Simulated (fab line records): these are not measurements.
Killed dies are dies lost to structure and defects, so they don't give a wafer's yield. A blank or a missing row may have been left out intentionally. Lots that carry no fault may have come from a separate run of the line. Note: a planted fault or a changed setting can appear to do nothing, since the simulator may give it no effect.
Which tool did it? -- flow nand harc -- at 1 step of a route of 1302, 12 lots with 36 wafers sampled

## WHAT THE GAUGES READ, wafer by wafer
NHARC_A_CONTACT_CD_MEAS_42: target cd 300 nm.
lot,measured,on,cd nm (nm)
L075,day 21 15:22,cd sem-01,300.7 300.9 300.5
L076,day 22 13:28,cd sem-02,300.0 300.2 300.4
L079,day 23 03:05,cd sem-03,300.0 300.2 300.0
L081,day 23 22:26,cd sem-03,300.0 301.0 300.5
L083,day 25 03:43,cd sem-02,299.5 300.1 299.5
L085,day 26 02:41,cd sem-01,299.5 299.2 299.2
L087,day 26 17:22,cd sem-03,300.3 300.0 300.8
L088,day 27 15:26,cd sem-02,300.2 300.2 299.6
L090,day 28 14:05,cd sem-02,300.3 300.2 300.2
L095,day 29 14:23,cd sem-03,300.8 300.7 300.2
L094,day 29 21:06,cd sem-02,300.0 300.1 300.2
L097,day 30 23:08,cd sem-02,298.8 299.6 299.4

## EACH LOT AND THE TOOL THAT RAN IT (in order: tool; ch and the chambers of the sampled wafers; start)
The record holds no process step before these readings.

## THE ANSWER, worked out from the rows above alone
Rule: what is usual is taken from the lots themselves. Put in order of their means at a reading, lots are off if they are a third of the lots or fewer, leave a main group of 4 or more, and stand apart from it by a gap of 3 or more times the standard deviation of the main group's means; of several such gaps the widest counts. A main group is skipped when, at the precision printed for the reading in the tables above, its means are all equal. A lot without any number at a reading at which 4 lots or more have one is off too. All remaining lots with rows at the step are treated as sound.
Nothing can be told from this: no lot is off at any reading shown.

## WHAT THE SIMULATOR PUT IN
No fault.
